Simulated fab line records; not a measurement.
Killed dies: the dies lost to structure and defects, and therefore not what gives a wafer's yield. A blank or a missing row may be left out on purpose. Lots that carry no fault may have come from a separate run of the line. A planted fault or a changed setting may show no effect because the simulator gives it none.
A lot that was struck, set against a sound lot :: flow nand harc :: 15 out of 1159 route steps
Sound: wafers L845.2, L845.4, L845.6. Struck: wafer L840.6. The cause is named last.
Each step with rows lists, per side, the tool, then ch with its chambers, then its first start. Under that, the readings that differ: sound wafers :: struck wafers :: difference of the means :: sigmas: that difference in standard deviations of wafers without a fault.
alike: readings with means less than 2 such deviations apart, plus words and numbers identical on both sides. not compared: withheld readings, readings lacking a value on some wafer, bounds such as >300 that could conceal the same value, and numbers that have no deviation in the record and whose values overlap.
The two part at a step that has a row with sigmas, a row that says differs or no value, or rows on one side only. Numbers that have no deviation but don't overlap get no sigmas and don't part them. A reading that every wafer of one side lacks parts them only if that side has two wafers or more.

NHARC_A_CHANNEL_HOLE_D1_ETCH_19: etches the open film in C4F8/O2/Ar, time 34.5 s.
  sound on har etch-01 ch 0,1, day 11 10:38; struck on har etch-01 ch 1, day 10 14:02
reading: throttle valve pct (%)
sound: 37.027 37.030 37.029
struck: 37.048
difference: +0.019
sigmas: +2
  alike: drypump motor current A, showerhead plenum p Torr
  not compared: rf hours counter h
then, 3 steps without rows for these wafers: NHARC_A_CHANNEL_HOLE_D1_ETCH_20 (etches the open film in C4F8/O2/Ar, time 361.9 s, target depth 1600 nm); NHARC_A_CHANNEL_HOLE_D1_ETCH_21 (etches the open film in C4F8/O2/Ar, time 514.3 s, target depth 1600 nm); NHARC_A_CHANNEL_HOLE_D1_ETCH_22 (etches the open film in C4F8/O2/Ar, time 666.7 s, target depth 1600 nm).
NHARC_A_CHANNEL_HOLE_D1_ETCH_23: etches the open film in C4F8/O2/Ar, time 819 s, target depth 1600 nm.
  sound on har etch-01 ch 0,1, day 11 12:05; struck on har etch-01 ch 1, day 10 15:51
  alike: drypump motor current A, showerhead plenum p Torr, throttle valve pct
  not compared: rf hours counter h
then, 2 steps without rows for these wafers: NHARC_A_CHANNEL_HOLE_D1_ETCH_24 (etches the open film in C4F8/O2/Ar, time 906.2 s, target depth 1500 nm); NHARC_A_CHANNEL_HOLE_D1_ETCH_25 (etches the open film in C4F8/O2/Ar, time 1040.2 s, target depth 1500 nm).
NHARC_A_CHANNEL_HOLE_D1_ETCH_26: etches the open film in C4F8/O2/Ar, time 224.1 s, target depth 300 nm.
  sound on har etch-01 ch 0,1, day 11 14:26; struck on har etch-01 ch 1, day 10 17:51
  alike: drypump motor current A, showerhead plenum p Torr, throttle valve pct
  not compared: rf hours counter h
NHARC_A_CHANNEL_HOLE_D1_ETCH_33: etches the open film in C4F8/O2/Ar, time 90 s, target depth 400 nm.
  sound on har etch-01 ch 0,1, day 11 14:38; struck on har etch-01 ch 1, day 10 18:02
  alike: drypump motor current A, showerhead plenum p Torr, throttle valve pct
  not compared: rf hours counter h
then, 3 steps without rows for these wafers: NHARC_A_CHANNEL_HOLE_D1_STRIP_41 (strips in N2/H2); NHARC_A_CHANNEL_HOLE_D1_STRIP_42 (strips in CF4/CHF3); NHARC_A_CHANNEL_HOLE_D1_STRIP_43 (strips in O2/COS).
NHARC_A_CHANNEL_HOLE_D1_ETCH_44: etches the open film in CF4/O2, target depth 140 nm, overetch 14 nm, time 77 s.
  sound on rie diel-12 ch 1,3, day 11 15:22; struck on rie diel-11 ch 1, day 10 18:41
reading: drypump motor current A (A)
sound: 6.1 6.3 6.3
struck: 5.2
difference: -1.0
sigmas: -3

reading: oes product au (a.u.)
sound: 1.018 1.002 0.994
struck: 0.946
difference: -0.059
sigmas: -5
  alike: bias w, oes_f_703_au, rf vpp V, showerhead plenum p Torr, throttle valve pct
  not compared: rf hours counter h
NHARC_A_CHANNEL_HOLE_D1_STRIP_27: strips in O2.
  sound on rie diel-12 ch 0,3; struck on rie diel-11 ch 1
  alike: drypump motor current A, oes product au, rf vpp V, showerhead plenum p Torr, throttle valve pct
  not compared: rf hours counter h
-- record jumps: 11 days between struck wafers' starts before vs after; left off in module A_CHANNEL_HOLE_D1, resumes in module END, first step shown is number 1159 of the route --
NHARC_END_SORT_01:
  here the record holds rows for the struck wafers (prober-01 ch 0, day 22 02:27) but none for the sound ones

WHERE THEY PART
Earliest at NHARC_A_CHANNEL_HOLE_D1_ETCH_19; latest, in this record, at NHARC_END_SORT_01.

WHY: the cause the simulator had injected
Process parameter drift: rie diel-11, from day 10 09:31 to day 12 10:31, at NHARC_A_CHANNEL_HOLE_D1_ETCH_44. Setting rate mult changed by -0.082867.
